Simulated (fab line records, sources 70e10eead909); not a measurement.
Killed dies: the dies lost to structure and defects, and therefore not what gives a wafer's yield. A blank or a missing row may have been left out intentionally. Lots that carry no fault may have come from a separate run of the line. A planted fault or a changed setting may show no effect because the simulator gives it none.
Chamber matching ; flow nand-harc ; NHARC_A_BLC_ALD_23 on ald-metal-01: 4 sister chambers
The step deposits TiN, target thk 3 nm, pulse time 1 s, ald cycles 150. 18 wafers are shown with their chamber, then 9 later ones without.

## WAFERS, EACH WITH ITS CHAMBER
wafer;chamber;heater-power-w (W);precursor-pulse-height-rel
L074.1;2;1012;0.980
L074.2;3;932;1.028
L074.6;2;1027;1.031
L077.3;1;1058;0.987
L077.4;0;1166;0.977
L077.5;2;1033;1.029
L076.2;1;1073;1.015
L076.3;0;1175;0.996
L076.6;1;1064;1.016
L076.1;3;949;1.019
L076.4;2;1026;0.991
L076.5;0;1162;0.989
L080.1;3;946;1.002
L080.4;0;1209;0.988
L080.6;2;1015;0.990
L085.1;1;1050;1.001
L085.5;1;1079;0.995
L085.6;2;1041;1.001

SIGNATURES (averages over the wafers above)
reading;chamber 0;chamber 1;chamber 2;chamber 3;scatter within a chamber
heater-power-w;1178.00;1064.80;1025.67;942.33;13.8
precursor-pulse-height-rel;0.98750;1.00280;1.00367;1.01633;0.0158
Rule: distance of a wafer from a chamber = root of the sum over the readings of ((wafer's reading minus chamber's mean) / reading's scatter) squared. The wafer belongs to the nearest chamber; if the next one is less than 2 further off, it can't be placed. The scatter: take each reading less its chamber's mean, square it, sum over the shown wafers, divide by the number of wafers less the number of chambers, and take the root.

## WAFERS MISSING THEIR CHAMBER
wafer;heater-power-w (W);precursor-pulse-height-rel
L089.4;1011;1.009
L089.5;887;0.994
L089.6;1163;0.995
L095.3;901;1.006
L095.5;1152;0.977
L095.6;1086;1.000
L097.1;1119;1.038
L097.2;990;0.991
L097.6;906;0.999

## EACH ONE'S CHAMBER
wafer;from the rows above;in truth
L089.4;2;2
L089.5;3;3
L089.6;0;0
L095.3;3;3
L095.5;0;0
L095.6;1;1
L097.1;can't be placed: 1 or 0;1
L097.2;can't be placed: 2 or 3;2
L097.6;3;3
Correctly placed: 7 of 9. Can't be placed from these rows: 2 (the true chamber is among the candidates in 2). Placed wrongly: 0.
